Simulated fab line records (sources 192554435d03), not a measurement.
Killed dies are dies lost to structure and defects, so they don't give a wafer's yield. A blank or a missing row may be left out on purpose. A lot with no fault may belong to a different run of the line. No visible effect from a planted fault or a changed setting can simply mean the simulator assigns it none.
Split-lot experiment -- flow n5 finfet -- on a route of 1938 steps: 7 lots, 21 wafers read

== ABOUT THE SPLIT ==
At N5_GATE_CUT_COAT_27 (time 60 s, resist thk 10 nm), the setting spin rpm was moved away from the recipe's 1500 rpm on 5 of the 21 wafers read, by -8.7% to +6.5%. All remaining wafers had this setting at the recipe value.

== FROM THE SPLIT TO THE READING: what the file shows between them, 3 steps ==
- N5_GATE_CUT_COAT_07: resist thk 30 nm
- N5_GATE_CUT_EBR_09
- N5_GATE_CUT_DESCUM_18: chemistry O2, time 7 s

== THE READING ==
etch.depth nm (the simulator's own value, which no gauge read), in nm, at N5_GATE_CUT_ETCH_28 (etches underlayer in N2/H2, target depth 13 nm, time 10.4 s). No usual value for it is given in the file. The 16 wafers here that ran the recipe average 9.990 nm, standard deviation 0.021 nm.

wafer,"tool, chamber at the split","spin rpm as run, rpm",against the recipe,"etch.depth nm, nm",against lot-mates on the recipe
L075.1,"litho track-04, 0",1500,recipe,10.02,-
L075.5,"litho track-04, 0",1500,recipe,10,-
L075.6,"litho track-04, 0",1500,recipe,9.984,-
L076.1,"litho track-01, 0",1554,+3.6%,9.813,-0.163
L076.2,"litho track-01, 0",1554,+3.6%,9.81,-0.166
L076.3,"litho track-01, 0",1500,recipe,9.976,-
L080.1,"litho track-04, 0",1500,recipe,9.97,-
L080.3,"litho track-04, 0",1500,recipe,9.95,-
L080.5,"litho track-04, 0",1500,recipe,9.976,-
L083.2,"litho track-01, 0",1500,recipe,9.974,-
L083.3,"litho track-01, 0",1500,recipe,9.996,-
L083.4,"litho track-01, 0",1500,recipe,9.989,-
L092.1,"litho track-02, 0",1500,recipe,9.972,-
L092.4,"litho track-02, 0",1407,-6.2%,10.3,+0.326
L092.5,"litho track-02, 0",1500,recipe,9.977,-
L094.1,"litho track-02, 0",1500,recipe,10.01,-
L094.4,"litho track-02, 0",1500,recipe,10.01,-
L094.2,"litho track-02, 0",1370,-8.7%,10.47,+0.460
L096.1,"litho track-01, 0",1597,+6.5%,9.671,-0.349
L096.2,"litho track-01, 0",1500,recipe,10.01,-
L096.3,"litho track-01, 0",1500,recipe,10.03,-

THE FIT
A straight line over all 21 wafers: etch.depth nm changes by -0.052 nm for each +1% of spin rpm; r = -0.99; the points scatter about the line by 0.021 nm.
The same after taking each lot's own level away (the mean of its wafers on the recipe; 21 wafers): -0.0521 nm for each +1%; r = -1.00; scatter 0.012 nm.
The reading moves by 0.45 nm for the largest change in spin rpm, on that fit.
From 9.9653 to 10.0200 nm: that is the span of the lots' own levels, equal to 2.6 times the standard deviation above.
The two slopes are in agreement: the lot-to-lot level therefore moves the slope only a little.
Check: for one of the wafers moved furthest among these (-8.7%), held out of the fit, the line's prediction against its lot-mates is +0.448 nm. Against them it came out at +0.46 nm.

== THE WHOLE CHAIN: every reading that the file lists as answering this split, in the file's order ==
step,what it does,reading,change (the file's fit),r (the file's)
N5_GATE_CUT_COAT_27,"time 60 s, resist thk 10 nm","underlayer_of_GATE_CUT_COAT_27.thk nm (the simulator's own value, which no gauge read)",-0.0476 nm for each +1% of the setting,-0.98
N5_GATE_CUT_ETCH_28,"etches underlayer in N2/H2, target depth 13 nm, time 10.4 s","etch.depth nm (the simulator's own value, which no gauge read)",-0.0523 nm for each +1% of the setting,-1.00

== THE FILE'S OWN FIT ==
etch.depth nm changes by -0.0523 nm for each +1% of spin rpm, r = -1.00.
